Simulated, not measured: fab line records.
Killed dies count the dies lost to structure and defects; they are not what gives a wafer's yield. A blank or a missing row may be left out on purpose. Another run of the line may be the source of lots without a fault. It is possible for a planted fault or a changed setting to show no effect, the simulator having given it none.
Code-filled problem report in 8D (eight disciplines) form | flow nand-harc | the parts of the form that need people (team, actions taken, sign-off) are left out

== 1. THE PROBLEM ==
Mean of heater-power-total-W at NHARC_A_M0_SOFTBAKE_04: 164.85 W across 6 wafers in 2 lots; on wafers with no fault it is 188.46 W (standard deviation 0.14). So: -99 or more standard deviations from the usual mean.
The step: time 55 s.
Earliest sighting: wafer L208.1 on litho-track-01 at day 31 11:00. Wafers with a number at this step in the record: 18, from 6 lots. Rule for "out", or "out of limits": more than 4 standard deviations from the usual mean. The other wafers with a number count as sound.

== 2. WHAT IT IS; WHAT IT IS NOT ==
question                    | is                     | is not
which readings at this step | heater-power-total-W   | -
which lots                  | L208, L209             | L198, L200, L210, L211
which wafers of those lots  | all that have a number | -
read on which tools         | litho-track-01         | litho-track-04
when                        | from day 31 11:00      | up to then (6 sound wafers); but 6 sound wafers of L210, L211 came after

== 3. SUSPECTS, AND WHAT RULES EACH OUT ==
Counting: a tool at any process step up to the reading remains a suspect when it ran all the lots that are out and ran no sound lot after the first of those.
- cvd-w-02 at NHARC_A_BLC_CVD_24 (deposits W, target thk 150 nm, time 434 s): kept. Every lot that is out went through it, starting with L208 (day 31 10:41), and after that it ran no sound lot; the last sound lot it ran before then is L198 (day 26 20:07). NHARC_A_BLC_CVD_24 gives no start for some lots, so the hours and the order of its lots are those of NHARC_A_BLC_CMP_25.
- litho-track-01 at NHARC_A_M0_SOFTBAKE_04 (time 55 s): kept. Every lot that is out went through it, starting with L208 (day 31 11:00), and after that it ran no sound lot; the last sound lot it ran before then is L200 (day 27 18:00). Out on those wafers are its own readings of heater-power-total-W.
What counting leaves: cvd-w-02 at NHARC_A_BLC_CVD_24 and litho-track-01 at NHARC_A_M0_SOFTBAKE_04.

== 4. THE CAUSE (what the simulator had put in) ==
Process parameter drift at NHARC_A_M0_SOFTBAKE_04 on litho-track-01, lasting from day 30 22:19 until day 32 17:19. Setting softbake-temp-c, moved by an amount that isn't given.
Counting left 2 suspects, and this tool is among them.

== 5. THE EFFECT CHAIN, in route order ==
Rows list readings where the struck wafers' mean (over those with a number) sits beyond 3 standard deviations from the usual. Only readings for which the record gives a usual standard deviation are gone through. hours: the time from each lot's start at the first step in this table that gives one to its start at this step, as a median over the lots. sigmas: the change in usual standard deviations.
hours | step                   | reading              | usual    | on struck wafers | change | sigmas
0     | NHARC_A_M0_SOFTBAKE_04 | heater-power-total-W | 188.46 W | 164.85           | -23.61 | -99 or more
Process steps it contains:
- NHARC_A_M0_SOFTBAKE_04: time 55 s.
Later measuring or inspecting steps at which every struck wafer that the step has a row for has a number for every such reading, and none has moved that far: NHARC_A_M0_CD_MEAS_09, NHARC_A_M0_OVL_MEAS_10, NHARC_A_M0_INSPECT_11, NHARC_END_SORT_01.

== 6. WHAT WOULD HAVE CAUGHT IT SOONER ==
13 hours passed between the start of the fault at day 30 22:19 and the first reading out of limits in this record, taken at day 31 11:00.
